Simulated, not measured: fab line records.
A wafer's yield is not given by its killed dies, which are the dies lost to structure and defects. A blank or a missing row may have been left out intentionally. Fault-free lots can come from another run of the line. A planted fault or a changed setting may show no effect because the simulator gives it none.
Which tool was responsible? / flow n5 finfet / 11 lots with 32 wafers sampled at 3 steps, on a route of 1938 steps

== WHAT THE GAUGES SHOWED, per wafer ==
N5_BEOL_M4_RC_MEAS_101. Usual: DIBL_N 37.2 mV/V, standard deviation 2.5; DIBL_P 38 mV/V, standard deviation 3; IOFF_N 0.17 nA/um, standard deviation 0.044; IOFF_P 0.24 nA/um, standard deviation 0.059; ION_N 667 uA/um, standard deviation 13; ION_P 461 uA/um, standard deviation 7.9; SS_N 71.8 mV/dec, standard deviation 0.86; SS_P 73.6 mV/dec, standard deviation 0.92; VT_N 250 mV, standard deviation 4.1; VT_P -249 mV, standard deviation 3.9.
lot=L437; measured=day 9 15:33; on=prober-02; DIBL_N (mV/V)=37.6 36.2 38.3; DIBL_P (mV/V)=37 36 38; IOFF_N (nA/um)=0.18 0.15 0.20; IOFF_P (nA/um)=0.23 0.22 0.26; ION_N (uA/um)=676 660 675; ION_P (uA/um)=461 458 473; SS_N (mV/dec)=71.5 71.5 71.7; SS_P (mV/dec)=73.5 73.6 73.7; VT_N (mV)=248 253 246; VT_P (mV)=-251 -250 -249; flag=
lot=L433; measured=day 9 19:04; on=prober-01; DIBL_N (mV/V)=35.1 40.2; DIBL_P (mV/V)=35 42; IOFF_N (nA/um)=0.12 0.23; IOFF_P (nA/um)=0.19 0.34; ION_N (uA/um)=652 677; ION_P (uA/um)=454 461; SS_N (mV/dec)=72.0 73.0; SS_P (mV/dec)=72.7 75.4; VT_N (mV)=254 245; VT_P (mV)=-250 -245; flag=
lot=L435; measured=day 9 20:43; on=prober-01; DIBL_N (mV/V)=38.4 37.4 39.7; DIBL_P (mV/V)=38 38 40; IOFF_N (nA/um)=0.17 0.16 0.20; IOFF_P (nA/um)=0.24 0.23 0.29; ION_N (uA/um)=684 667 682; ION_P (uA/um)=465 460 475; SS_N (mV/dec)=71.6 72.3 72.5; SS_P (mV/dec)=74.1 73.9 74.6; VT_N (mV)=251 254 248; VT_P (mV)=-251 -250 -246; flag=
lot=L440; measured=day 10 17:22; on=prober-01; DIBL_N (mV/V)=38.9 35.6 34.8; DIBL_P (mV/V)=40 37 35; IOFF_N (nA/um)=0.23 0.16 0.14; IOFF_P (nA/um)=0.27 0.22 0.18; ION_N (uA/um)=681 665 657; ION_P (uA/um)=462 454 449; SS_N (mV/dec)=73.0 72.6 71.6; SS_P (mV/dec)=74.5 73.7 72.8; VT_N (mV)=246 251 254; VT_P (mV)=-250 -251 -253; flag=
lot=L441; measured=day 11 02:34; on=prober-02; DIBL_N (mV/V)=38.9 36.1 36.7; DIBL_P (mV/V)=40 38 39; IOFF_N (nA/um)=0.21 0.15 0.16; IOFF_P (nA/um)=0.27 0.23 0.23; ION_N (uA/um)=679 646 671; ION_P (uA/um)=464 446 465; SS_N (mV/dec)=72.4 71.6 71.4; SS_P (mV/dec)=74.0 74.0 73.3; VT_N (mV)=248 252 250; VT_P (mV)=-246 -253 -249; flag=
lot=L442; measured=day 11 13:14; on=prober-01; DIBL_N (mV/V)=43.1 33.8 40.1; DIBL_P (mV/V)=43 32 40; IOFF_N (nA/um)=0.26 0.10 0.21; IOFF_P (nA/um)=0.44 0.21 0.39; ION_N (uA/um)=691 654 676; ION_P (uA/um)=484 476 478; SS_N (mV/dec)=73.7 71.2 72.3; SS_P (mV/dec)=75.0 71.1 74.7; VT_N (mV)=245 260 246; VT_P (mV)=-238 -247 -237; flag=
lot=L444; measured=day 12 05:06; on=prober-02; DIBL_N (mV/V)=39.0 34.9 36.5; DIBL_P (mV/V)=39 36 38; IOFF_N (nA/um)=0.19 0.12 0.15; IOFF_P (nA/um)=0.23 0.18 0.21; ION_N (uA/um)=678 659 672; ION_P (uA/um)=460 457 455; SS_N (mV/dec)=72.2 71.4 71.8; SS_P (mV/dec)=73.8 72.9 73.5; VT_N (mV)=248 252 250; VT_P (mV)=-249 -252 -252; flag=
lot=L447; measured=day 12 07:59; on=prober-02; DIBL_N (mV/V)=36.0 38.4 37.2; DIBL_P (mV/V)=34 38 37; IOFF_N (nA/um)=0.14 0.18 0.15; IOFF_P (nA/um)=0.21 0.24 0.22; ION_N (uA/um)=646 669 658; ION_P (uA/um)=446 458 456; SS_N (mV/dec)=71.9 72.1 72.5; SS_P (mV/dec)=72.9 73.4 73.3; VT_N (mV)=254 249 254; VT_P (mV)=-249 -248 -251; flag=
lot=L445; measured=day 12 09:56; on=prober-01; DIBL_N (mV/V)=41.7 39.2 40.4; DIBL_P (mV/V)=45 43 43; IOFF_N (nA/um)=0.29 0.22 0.24; IOFF_P (nA/um)=0.38 0.36 0.36; ION_N (uA/um)=674 685 674; ION_P (uA/um)=471 482 470; SS_N (mV/dec)=73.4 72.5 72.9; SS_P (mV/dec)=75.3 75.1 75.4; VT_N (mV)=241 246 248; VT_P (mV)=-239 -238 -241; flag=
lot=L446; measured=day 12 12:50; on=prober-01; DIBL_N (mV/V)=38.4 36.6 36.0; DIBL_P (mV/V)=40 37 36; IOFF_N (nA/um)=0.20 0.15 0.15; IOFF_P (nA/um)=0.29 0.25 0.22; ION_N (uA/um)=673 659 669; ION_P (uA/um)=465 464 462; SS_N (mV/dec)=72.1 70.8 71.0; SS_P (mV/dec)=74.4 73.8 73.1; VT_N (mV)=247 248 250; VT_P (mV)=-248 -248 -252; flag=
lot=L453; measured=day 14 02:14; on=prober-02; DIBL_N (mV/V)=32.1 32.5 34.2; DIBL_P (mV/V)=33 32 36; IOFF_N (nA/um)=0.11 0.11 0.14; IOFF_P (nA/um)=0.15 0.15 0.19; ION_N (uA/um)=655 664 672; ION_P (uA/um)=449 453 465; SS_N (mV/dec)=70.3 70.4 70.5; SS_P (mV/dec)=71.7 72.1 72.6; VT_N (mV)=254 255 252; VT_P (mV)=-254 -256 -251; flag=

N5_BEOL_M14_OVL_MEAS_29. Usual: for M14_OVL the level is -4 nm and the standard deviation is 7.1.
lot=L437; measured=day 13 04:30; on=overlay-01; M14_OVL (nm)=-9 -8 -10; flag=
lot=L433; measured=day 13 09:13; on=overlay-01; M14_OVL (nm)=-15 -13; flag=
lot=L435; measured=day 13 08:15; on=overlay-01; M14_OVL (nm)=7 3 -5; flag=
lot=L440; measured=day 13 22:47; on=overlay-02; M14_OVL (nm)=-11 -8 -19; flag=
lot=L441; measured=day 14 06:05; on=overlay-01; M14_OVL (nm)=-2 -2 0; flag=
lot=L442; measured=day 14 11:05; on=overlay-01; M14_OVL (nm)=-3 -2 -18; flag=
lot=L444; measured=day 15 11:24; on=overlay-02; M14_OVL (nm)=-6 -6 3; flag=
lot=L447; measured=day 15 19:01; on=overlay-02; M14_OVL (nm)=-6 -2 -4; flag=
lot=L445; measured=day 15 14:50; on=overlay-01; M14_OVL (nm)=-3 8 11; flag=
lot=L446; measured=day 16 06:04; on=overlay-02; M14_OVL (nm)=-16 -3 5; flag=
lot=L453; measured=day 17 13:55; on=overlay-01; M14_OVL (nm)=10 -4 9; flag=

N5_BEOL_M14_INSPECT_30: inspects for defects (macro). Usual: raw defect count at 2.1, with a standard deviation of 1.4.
lot=L437; measured=day 13 04:31; on=defect inspect-02; raw defect count=3 2 1; flag=
lot=L433; measured=day 13 09:14; on=defect inspect-01; raw defect count=2 4; flag=
lot=L435; measured=day 13 08:17; on=defect inspect-02; raw defect count=2 1 2; flag=
lot=L440; measured=day 13 22:48; on=defect inspect-02; raw defect count=0 1 1; flag=
lot=L441; measured=day 14 06:07; on=defect inspect-02; raw defect count=2 0 2; flag=
lot=L442; measured=day 14 11:07; on=defect inspect-01; raw defect count=1 2 2; flag=
lot=L444; measured=day 15 11:25; on=defect inspect-01; raw defect count=0 1 2; flag=
lot=L447; measured=day 15 19:02; on=defect inspect-01; raw defect count=2 1 2; flag=
lot=L445; measured=day 15 14:51; on=defect inspect-02; raw defect count=2 4 1; flag=
lot=L446; measured=day 16 06:05; on=defect inspect-02; raw defect count=2 3 1; flag=
lot=L453; measured=day 17 13:56; on=defect inspect-02; raw defect count=1 2 4; flag=

== EACH LOT AND THE TOOL THAT RAN IT (in order: tool; ch and the chambers of the sampled wafers; start) ==
Record: no process step prior to these readings.

== AS READ BY THE TOOLS THEMSELVES (means over the sampled wafers that have a number; for cases with no such wafer, the mark the record gives instead) ==
The record holds no such reading with a usual standard deviation.

== THE ANSWER, worked out from the rows above alone ==
Rule: a lot counts as off when the mean over its wafers that have a number is more than 3 standard deviations away from the usual mean. Also off: a lot with no number at a reading for which 4 or more lots have one. All remaining lots with rows at the step are treated as sound. First the gauges in route order, then the tools' own readings, where a lot's mean is used as printed above. At the first step where some lot is off, the reading lying furthest off is the one used; lots without a number count as furthest.
No lot is off on any of the readings shown, so nothing can be concluded from this.

== WHAT WAS PUT IN BY THE SIMULATOR ==
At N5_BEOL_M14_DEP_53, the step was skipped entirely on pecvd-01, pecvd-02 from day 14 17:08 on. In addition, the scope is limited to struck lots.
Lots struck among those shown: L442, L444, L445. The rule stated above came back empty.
